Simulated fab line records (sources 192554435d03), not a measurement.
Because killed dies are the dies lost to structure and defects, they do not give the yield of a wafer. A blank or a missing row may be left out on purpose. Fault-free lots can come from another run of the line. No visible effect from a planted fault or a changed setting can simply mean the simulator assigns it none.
Chamber matching    flow n5-finfet    rie-diel-01 running N5_MOL_CONTACT_COAG_ETCHBACK_136: 4 sister chambers
The step etches SiO2 in CHF3, target depth 25 nm, time 16.7 s. 4 wafers are shown with their chamber, then 10 later ones without.

## WAFERS WITH THEIR CHAMBER
wafer   chamber  throttle-valve-pct (%)
L078.2  1        18.87
L087.5  3        18.38
L088.1  0        18.92
L088.2  2        19.05

## WAFERS WHOSE CHAMBER IS MISSING
wafer   throttle-valve-pct (%)
L088.4  18.50
L089.2  18.89
L089.3  19.07
L089.5  19.06
L090.2  19.05
L090.3  18.91
L090.4  18.51
L096.1  19.07
L096.2  18.93
L096.6  18.41

## EACH ONE'S CHAMBER
wafer    from the rows above            in truth
L088.4   3                              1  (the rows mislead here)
L089.2   can't be placed: 1 or 0        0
L089.3   2                              2
L089.5   2                              2
L090.2   2                              2
L090.3   can't be placed: 0 or 1        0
L090.4   3                              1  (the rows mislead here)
L096.1   2                              2
L096.2   can't be placed: 0 or 1 or 2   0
L096.6   3                              3
Placed correctly: 5 of 10. Not placeable from these rows: 3 (in 3, the candidates include the true chamber). 2 placed wrongly.
How it was worked out, from the rows above alone: a wafer's distance from a chamber is the root of the sum, over the readings, of the square of ((its reading less the chamber's mean) divided by the reading's scatter). If the next closest chamber is less than 2 further off than the closest, the wafer can't be placed; otherwise it belongs to the closest. For every chamber, the mean is computed from those of its wafers that are shown. The scatter: with one shown wafer a chamber, the root of the mean of the squares of how far each hidden wafer lies from its nearest shown one.
